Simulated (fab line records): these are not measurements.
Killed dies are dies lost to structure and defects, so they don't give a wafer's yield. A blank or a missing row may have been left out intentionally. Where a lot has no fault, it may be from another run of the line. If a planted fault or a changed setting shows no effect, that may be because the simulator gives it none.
Matching of chambers    flow nandHarc    4 sister chambers for NHARC_A_BONDPAD_STRIP_15 on rieDiel-03
The step strips in O2. 8 wafers are shown with their chamber, then 10 later ones without.

WAFERS PAIRED WITH THEIR CHAMBERS
wafer   chamber  drypumpMotorCurrentA (A)  oesProductAu (a.u.)
L077.2  0        5.39                      0.990
L078.6  3        5.66                      1.014
L080.2  3        5.62                      1.005
L079.1  2        6.04                      0.999
L079.5  2        6.07                      0.995
L079.6  1        5.63                      0.975
L081.2  1        5.64                      0.987
L081.3  0        5.37                      0.998

WAFERS WITH NO CHAMBER GIVEN
wafer   drypumpMotorCurrentA (A)  oesProductAu (a.u.)
L081.5  6.01                      1.010
L087.2  5.66                      0.988
L087.5  5.65                      0.990
L087.6  6.03                      0.992
L092.1  5.65                      0.990
L092.5  5.62                      1.000
L092.6  6.03                      0.995
L097.1  5.65                      0.985
L097.5  5.67                      1.005
L097.6  6.05                      0.993

WHICH CHAMBER EACH ONE RAN IN
wafer   from the rows above      in truth
L081.5  2                        2
L087.2  can't be placed: 1 or 3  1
L087.5  can't be placed: 1 or 3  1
L087.6  2                        2
L092.1  can't be placed: 1 or 3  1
L092.5  can't be placed: 3 or 1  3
L092.6  2                        2
L097.1  1                        1
L097.5  3                        3
L097.6  2                        2
Correctly placed: 6 of 10. Unplaceable from these rows: 4, with the true chamber sitting among the candidates in 4. Wrongly placed: 0.
How it was worked out, from the rows above alone: a wafer's distance from a chamber is the root of the sum, over the readings, of the square of ((its reading less the chamber's mean) divided by the reading's scatter). If the next closest chamber is less than 2 further off than the closest, the wafer can't be placed; otherwise it belongs to the closest. Each chamber's mean is taken over the wafers shown for it. The scatter: take each reading less its chamber's mean, square it, sum over the shown wafers, divide by the number of wafers less the number of chambers, and take the root.
